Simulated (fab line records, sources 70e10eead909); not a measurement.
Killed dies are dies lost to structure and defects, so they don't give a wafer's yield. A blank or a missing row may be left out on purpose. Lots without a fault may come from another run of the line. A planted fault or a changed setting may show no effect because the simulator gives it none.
Chamber matching | flow nand_harc | NHARC_P_M0_DESCUM_14 on rie_diel-09: 4 sister chambers
The step chemistry O2, time 3 s. 20 wafers are shown with their chamber, then 10 later ones without.

WAFERS WITH THEIR CHAMBER
wafer  | chamber | drypump_motor_current_A (A) | oes_product_au (a.u.) | rf_vpp_V (V)
L077.2 | 1       | 5.67                        | 1.009                 | 57.4
L077.4 | 0       | 5.83                        | 1.025                 | 56.9
L077.6 | 0       | 5.81                        | 1.027                 | 57.8
L078.1 | 1       | 5.64                        | 1.007                 | 57.5
L078.2 | 3       | 5.30                        | 0.994                 | 59.1
L078.4 | 2       | 5.73                        | 0.980                 | 56.8
L079.1 | 0       | 5.82                        | 1.036                 | 57.9
L079.3 | 2       | 5.69                        | 0.989                 | 57.8
L079.6 | 0       | 5.84                        | 1.026                 | 58.8
L080.1 | 1       | 5.63                        | 1.014                 | 57.6
L080.5 | 3       | 5.31                        | 1.000                 | 58.9
L080.6 | 0       | 5.81                        | 1.035                 | 59.3
L083.2 | 2       | 5.72                        | 0.979                 | 57.4
L083.3 | 0       | 5.79                        | 1.020                 | 59.4
L083.4 | 3       | 5.32                        | 0.986                 | 58.0
L088.1 | 0       | 5.77                        | 1.011                 | 56.6
L088.3 | 3       | 5.29                        | 0.971                 | 59.4
L088.4 | 1       | 5.65                        | 1.002                 | 58.5
L089.2 | 1       | 5.64                        | 1.005                 | 57.4
L089.4 | 3       | 5.31                        | 0.992                 | 59.3

SIGNATURES (means of the wafers above)
reading                 | chamber 0 | chamber 1 | chamber 2 | chamber 3 | scatter within a chamber
drypump_motor_current_A | 5.8100    | 5.6460    | 5.7133    | 5.3060    | 0.0189
oes_product_au          | 1.02571   | 1.00740   | 0.98267   | 0.98860   | 0.00819
rf_vpp_V                | 58.100    | 57.680    | 57.333    | 58.940    | 0.793
Rule: a wafer's distance from a chamber is the root of the sum, over the readings, of the square of ((its reading less the chamber's mean) divided by the reading's scatter). The wafer belongs to the nearest chamber; if the next one is less than 2 further off, it can't be placed. The scatter: the root of (the sum of the squares of (reading less its chamber's mean) over the shown wafers, divided by (wafers less chambers)).

WAFERS WITHOUT THEIR CHAMBER
wafer  | drypump_motor_current_A (A) | oes_product_au (a.u.) | rf_vpp_V (V)
L089.6 | 5.75                        | 0.986                 | 57.7
L094.1 | 5.83                        | 1.029                 | 59.2
L094.3 | 5.60                        | 1.016                 | 57.9
L094.5 | 5.83                        | 1.030                 | 58.4
L096.2 | 5.84                        | 1.032                 | 57.8
L096.3 | 5.74                        | 1.002                 | 57.6
L096.4 | 5.32                        | 0.997                 | 58.1
L096.1 | 5.62                        | 1.005                 | 58.0
L096.5 | 5.84                        | 1.031                 | 58.2
L096.6 | 5.33                        | 1.003                 | 59.1

WHICH CHAMBER EACH WENT THROUGH
wafer  | from the rows above     | in truth
L089.6 | 2                       | 2
L094.1 | 0                       | 0
L094.3 | 1                       | 1
L094.5 | 0                       | 0
L096.2 | 0                       | 0
L096.3 | can't be placed: 2 or 0 | 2
L096.4 | 3                       | 3
L096.1 | 1                       | 1
L096.5 | 0                       | 0
L096.6 | 3                       | 3
Placed correctly: 9 of 10. Can't be placed from these rows: 1 (the true chamber is among the candidates in 1). Placed wrongly: 0.
